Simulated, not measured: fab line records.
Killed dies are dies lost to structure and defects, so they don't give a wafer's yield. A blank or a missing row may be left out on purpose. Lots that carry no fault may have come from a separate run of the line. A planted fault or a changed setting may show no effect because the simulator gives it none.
Matching of chambers	flow nand harc	NHARC_A_WL_FILL_ALD_10 on ald hk-04: 4 sister chambers
The step deposits SiO2, target thk 50 nm, pulse time 10 s, ald cycles 500. 14 wafers are shown with their chamber, then 7 later ones without.

== WAFERS WITH THEIR CHAMBER ==
wafer	chamber	heater power w (W)	precursor pulse height rel
L380.1	1	467	1.024
L380.3	2	499	0.986
L380.5	2	516	1.000
L382.2	0	466	1.013
L382.1	1	471	1.040
L382.5	3	478	1.025
L392.2	3	476	1.000
L392.4	0	485	0.977
L392.5	3	470	0.965
L395.4	1	495	1.024
L395.1	3	469	0.962
L395.5	1	491	0.992
L399.1	3	461	0.991
L399.2	2	503	0.996

SIGNATURES (means of the wafers above)
reading	chamber 0	chamber 1	chamber 2	chamber 3	scatter within a chamber
heater power w	475.50	481.00	506.00	470.80	10.5
precursor pulse height rel	0.99500	1.02000	0.99400	0.98860	0.0217
Rule: a wafer lies at a distance from a chamber equal to the root of the sum of squares, over the readings, of (its reading less the chamber's mean, divided by the reading's scatter). If the next closest chamber is less than 2 further off than the closest, the wafer can't be placed; otherwise it belongs to the closest. How the scatter is found: for the shown wafers, subtract from each reading the mean of its chamber, square and add these, divide the total by (wafers less chambers), then take the root.

== WAFERS WITHOUT THEIR CHAMBER ==
wafer	heater power w (W)	precursor pulse height rel
L399.3	500	1.001
L400.1	495	1.031
L400.3	482	1.002
L400.5	478	0.978
L403.1	498	0.992
L403.2	485	0.997
L403.3	480	0.973

== WHICH CHAMBER EACH ONE RAN IN ==
wafer	from the rows above	in truth
L399.3	can't be placed: 2 or 1 or 0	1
L400.1	can't be placed: 1 or 2 or 0 or 3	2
L400.3	can't be placed: 0 or 1 or 3 or 2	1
L400.5	can't be placed: 0 or 3 or 1 or 2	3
L403.1	can't be placed: 2 or 1 or 0 or 3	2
L403.2	can't be placed: 0 or 1 or 3 or 2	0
L403.3	can't be placed: 0 or 3 or 1 or 2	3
Correctly placed: 0 of 7. Cannot be placed on the basis of these rows: 7; the candidates contain the true chamber in 7. Placed wrongly: 0.
